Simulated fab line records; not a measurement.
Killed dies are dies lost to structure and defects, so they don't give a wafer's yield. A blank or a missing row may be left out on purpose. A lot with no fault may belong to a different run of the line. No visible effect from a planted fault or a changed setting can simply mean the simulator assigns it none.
fab line records	flow n5Finfet	part 2 of 2: steps 16 to 28 of 28
record: lots: 5	wafers: 15	lastDay: 16
route steps=1938 shown SD_EPI_N@268 SD_EPI_P@295
lots that met no fault: taken from a fault-free run of the same line
startH: start of the lot's first displayed wafer, in hours after the record's first day	waitH: hours from the lot's prior step to this one	" unchanged from the row above	L1.1+2: one row covering several wafers at once	- no value present, or no start provided	* or withheld: withheld	< > ~ a bound
route shown NAME@n: names a module that has steps shown in the file, with the first one's number in the route	usual: the fault-free wafers' mean and standard deviation	same: alike in all rows	chamber/n: place in a boat	sites: the reading at each site	_std_site: standard deviation of those values	_edge_site: mean of outer sites minus mean of inner sites	radiusMm: for every site, how far away it sits from the centre of the wafer	mask NAME#n: copy n	behind: tool/chamber where the wafer was last shaped	hold: what put the lot on hold/how long, in hours/how the hold closed	device: transistor that didn't switch, given as n, p or np	end of line: tests of these same wafers at the route's end	for a step that has no rows: nothing shown but its recipe	killed: count of dies lost to structure and defects at first sort (not the wafer's yield)	map: per-die view of a wafer (x killed, . not killed, _ where there is no die)
set.NAME: the setting that was run; set.NAME@STEP: the one run at that earlier step	model.NAME: the simulator's own value behind a step, which no gauge read
lots at selected steps of the route; one table per step, one row per wafer
services: when a tool's chamber went out of use (startH, in hours from the record's first day, below 0 if earlier), for how many hours, and the reason
== steps ==
step: N5_SD_EPI_N_WET_ETCH_43
recipe: chemistry: dHF	dilution: withheld	timeS: 14	target: SiO2	targetDepthA: 15	tempC: 25
lot.wafer	tool	chamber	startH	waitH
L076.2+3+5	wetBench-04	3,0,4	62.54	-
L077.2+3+5	wetBench-06	4,0,3	67.57	-
L078.1+3+5	wetBench-04	1,3,0	79.76	-
L084.1+3+4	wetBench-02	7,6,3	111.07	-
L091.1+3+4	wetBench-02	1,2,5	152.00	-
step: N5_SD_EPI_N_STRIP_18
recipe: chemistry: SPM	timeS: 750	tempC: 130	h2so4H2o2VolRatio: 4
lot.wafer	tool	chamber	startH	waitH
L076.2+3+5	wetBench-04	3,0,4	62.55	0.0
L077.2+3+5	wetBench-06	4,0,3	67.58	0.0
L078.1+3+5	wetBench-04	1,3,0	79.77	0.0
L084.1+3+4	wetBench-02	7,6,3	111.07	0.0
L091.1+3+4	wetBench-02	1,2,5	152.01	0.0
step: N5_SD_EPI_N_SRD_20
recipe: dry: ipaMarangoni	doPpb: 5	timeS: 30	tempC: 23	rinseLiquid: diw
lot.wafer	tool	chamber	startH	waitH
L076.2+3+5	wetBench-04	3,0,4	62.75	0.0
L077.2+3+5	wetBench-06	4,0,3	67.79	0.0
L078.1+3+5	wetBench-04	1,3,0	79.97	0.0
L084.1+3+4	wetBench-02	7,6,3	111.28	0.0
L091.1+3+4	wetBench-02	1,2,5	152.22	0.0
step: N5_SD_EPI_N_PRECLEAN_48
recipe: chemistry: NF3:NH3	afsCycles: 2	tempC: 30	timeS: 20	sublimationTempC: 180	sublimationTimeS: 60	pressureTorr: 3	rfPowerW: 30
usual: rfFwdPowerW: 29.86/0.096
lot.wafer	tool	chamber	startH	waitH	rfFwdPowerW
L076.2	epiRpcvd-04	0	62.86	0.1	29.84
L076.3	"	0	"	"	29.78
L076.5	"	0	"	"	29.73
L077.2	epiRpcvd-03	0	67.92	0.1	30.04
L077.3	"	0	"	"	29.87
L077.5	"	0	"	"	29.85
L078.1	epiRpcvd-04	0	80.03	0.0	29.70
L078.3	"	0	"	"	29.74
L078.5	"	0	"	"	29.74
L084.1	epiRpcvd-03	0	111.33	0.0	29.66
L084.3	"	0	"	"	29.80
L084.4	"	0	"	"	29.83
L091.1	epiRpcvd-04	0	152.27	0.0	29.69
L091.3	"	0	"	"	30.00
L091.4	"	0	"	"	29.79
step: N5_SD_EPI_N_VAPOR_ETCH_50
recipe: chemistry: HCl	target: Si	tempC: 775	timeS: 54	pressureTorr: 20	mode: isotropic
usual: throttleValvePct: 11.43/0.26
lot.wafer	tool	chamber	startH	waitH	throttleValvePct
L076.2	epiRpcvd-04	0	63.19	0.3	11.96
L076.3	"	0	"	"	11.75
L076.5	"	0	"	"	11.85
L077.2	epiRpcvd-03	0	68.36	0.4	11.22
L077.3	"	0	"	"	11.20
L077.5	"	0	"	"	11.47
L078.1	epiRpcvd-04	0	80.39	0.3	11.88
L078.3	"	0	"	"	11.88
L078.5	"	0	"	"	11.84
L084.1	epiRpcvd-03	0	111.97	0.5	11.37
L084.3	"	0	"	"	11.18
L084.4	"	0	"	"	11.18
L091.1	epiRpcvd-04	0	152.91	0.5	11.53
L091.3	"	0	"	"	11.85
L091.4	"	0	"	"	11.77
step: N5_SD_EPI_N_EPI_21
recipe: material: Si:P	dopant: P	tempC: 680	pressureTorr: 255	timeS: 690
same: epiGrowthTimeS: 690
lot.wafer	tool	chamber	startH	waitH
L076.2+3+5	epiRpcvd-04	0	63.62	0.4
L077.2+3+5	epiRpcvd-03	0	68.93	0.5
L078.1+3+5	epiRpcvd-04	0	80.57	0.1
L084.1+3+4	epiRpcvd-03	0	112.29	0.3
L091.1+3+4	epiRpcvd-04	0	153.23	0.3
step: N5_SD_EPI_N_EPI_MEAS_23
recipe: mode: xrd
usual: thkNm: 58.9/1.3
lot.wafer	tool	chamber	startH	waitH	thkNm
L076.2	filmMetro-02	-	65.06	1.2	61.9
L076.3	"	-	"	"	58.8
L076.5	"	-	"	"	58.9
L077.2	filmMetro-01	-	70.84	1.5	58.2
L077.3	"	-	"	"	58.2
L077.5	"	-	"	"	59.1
L078.1	filmMetro-02	-	82.30	1.5	59.0
L078.3	"	-	"	"	60.3
L078.5	"	-	"	"	60.2
L084.1	filmMetro-01	-	115.33	2.5	57.2
L084.3	"	-	"	"	58.7
L084.4	"	-	"	"	60.4
L091.1	filmMetro-02	-	156.25	2.5	59.7
L091.3	"	-	"	"	57.6
L091.4	"	-	"	"	56.8
step: N5_SD_EPI_N_PRECLEAN_24
recipe: chemistry: O3/DIW	timeS: 60	tempC: 22	o3Ppm: 10
lot.wafer	tool	chamber	startH	waitH
L076.2+3+5	wetBench-04	1,7,4	65.10	0.0
L077.2+3+5	wetBench-06	0,2,1	70.87	0.0
L078.1+3+5	wetBench-02	5,0,7	82.34	0.0
L084.1+3+4	wetBench-06	3,0,7	115.36	0.0
L091.1+3+4	wetBench-04	5,4,3	156.29	0.0
step: N5_SD_EPI_N_SRD_25
recipe: timeS: 30	tempC: 23	rinseLiquid: diw	dry: ipaMarangoni
lot.wafer	tool	chamber	startH	waitH
L076.2+3+5	wetBench-04	1,7,4	65.12	0.0
L077.2+3+5	wetBench-06	0,2,1	70.89	0.0
L078.1+3+5	wetBench-02	5,0,7	82.36	0.0
L084.1+3+4	wetBench-06	3,0,7	115.38	0.0
L091.1+3+4	wetBench-04	5,4,3	156.31	0.0
step: N5_SD_EPI_N_PRECLEAN_49
recipe: chemistry: NF3:NH3	afsCycles: 1	tempC: 30	timeS: 20	sublimationTempC: 180	sublimationTimeS: 60	pressureTorr: 3	rfPowerW: 30
usual: pressureTorr: 2.999/0.0063
lot.wafer	tool	chamber	startH	waitH	pressureTorr
L076.2	remotePlasma-02	0	65.19	0.1	2.999
L076.3	"	0	"	"	3.001
L076.5	"	0	"	"	3.001
L077.2	remotePlasma-02	1	70.97	0.1	3.005
L077.3	"	1	"	"	2.987
L077.5	"	1	"	"	2.991
L078.1	remotePlasma-01	0	82.41	0.0	3.006
L078.3	"	0	"	"	2.996
L078.5	"	0	"	"	2.998
L084.1	remotePlasma-02	0	115.43	0.0	2.998
L084.3	"	0	"	"	3.005
L084.4	"	0	"	"	3.003
L091.1	remotePlasma-02	0	156.36	0.0	2.997
L091.3	"	0	"	"	2.991
L091.4	"	0	"	"	2.999
step: N5_SD_EPI_N_LINER_46
recipe: material: SiNx	targetThkA: 30	tempC: 400	aldPrecursorFamily: SiH2I2	aldCoReactant: N2/H2-plasma	pressureTorr: 2
usual: heaterPowerW: 837/85
lot.wafer	tool	chamber	startH	waitH	heaterPowerW
L076.2	aldSin-01	2	65.36	0.1	965
L076.3	"	3	"	"	711
L076.5	"	1	"	"	985
L077.2	aldSin-02	1	71.31	0.3	686
L077.3	"	0	"	"	810
L077.5	"	3	"	"	804
L078.1	aldSin-03	1	82.62	0.2	801
L078.3	"	0	"	"	892
L078.5	"	3	"	"	749
L084.1	aldSin-03	3	116.18	0.7	735
L084.3	"	1	"	"	831
L084.4	"	0	"	"	931
L091.1	aldSin-03	1	156.56	0.2	826
L091.3	"	3	"	"	732
L091.4	"	0	"	"	897
step: N5_SD_EPI_N_INSPECT_26
recipe: inspectInstrument: darkfield	mode: postEpi
usual: rawDefectCount: 213/40
lot.wafer	tool	chamber	startH	waitH	rawDefectCount
L076.2	defectInspect-02	-	65.61	0.1	168
L076.3	"	-	"	"	237
L076.5	"	-	"	"	214
L077.2	defectInspect-01	-	71.56	0.1	153
L077.3	"	-	"	"	220
L077.5	"	-	"	"	212
L078.1	defectInspect-01	-	82.87	0.1	193
L078.3	"	-	"	"	214
L078.5	"	-	"	"	147
L084.1	defectInspect-01	-	116.43	0.1	153
L084.3	"	-	"	"	198
L084.4	"	-	"	"	246
L091.1	defectInspect-01	-	156.81	0.1	206
L091.3	"	-	"	"	232
L091.4	"	-	"	"	201
step: N5_SD_EPI_P_COAT_34
recipe: resist: SOC	tempC: 250	timeS: 60	spinRpm: 1500	resistThkNm: 350
usual: spinSpeedRpm: 1500.1/1
lot.wafer	tool	chamber	startH	waitH	spinSpeedRpm
L076.2	lithoTrack-03	0	65.65	0.0	1499.5
L076.3	"	0	"	"	1500.8
L076.5	"	0	"	"	1499.2
L077.2	lithoTrack-03	0	71.59	0.0	1499.4
L077.3	"	0	"	"	1495.8
L077.5	"	0	"	"	1499.2
L078.1	lithoTrack-01	0	82.90	0.0	1500.6
L078.3	"	0	"	"	1500.1
L078.5	"	0	"	"	1499.3
L084.1	lithoTrack-04	0	116.46	0.0	1501.2
L084.3	"	0	"	"	1501.8
L084.4	"	0	"	"	1500.6
L091.1	lithoTrack-03	0	156.84	0.0	1499.8
L091.3	"	0	"	"	1499.5
L091.4	"	0	"	"	1498.6
== services ==
tool	chamber	startH	hours	kind
aldSin-02	3	59.29	8.1	repair
remotePlasma-02	-	71.73	0.3	repair
rieDiel-01	1	72.25	-	clean
rieDiel-01	1	72.25	-	consumableReplace:esc
rieDiel-01	1	72.25	-	consumableReplace:focusRing
rieDiel-01	1	72.25	27.6	scheduledDown
rieDiel-01	1	72.25	27.6	ventCycle
rieSi-05	3	82.56	-	clean
rieSi-05	3	82.56	20.1	scheduledDown
rieDiel-01	2	84.59	4.7	repair
aldSin-03	2	85.31	13.8	repair
aldSin-02	-	85.84	14.0	pm
rieDiel-02	0	92.12	4.1	repair
rieDiel-06	3	93.50	2.2	repair
remotePlasma-01	-	108.01	1.4	repair
epiRpcvd-04	-	131.06	8.1	pm
epiRpcvd-03	-	137.62	0.5	pm
wetBench-04	-	142.64	4.4	pm
rieDiel-06	1	144.17	-	clean
rieDiel-06	1	144.17	-	consumableReplace:focusRing
rieDiel-06	1	144.17	14.5	scheduledDown
rieDiel-06	1	144.17	14.5	ventCycle
remotePlasma-02	-	147.04	0.3	repair
aldSin-02	-	150.28	6.0	pm
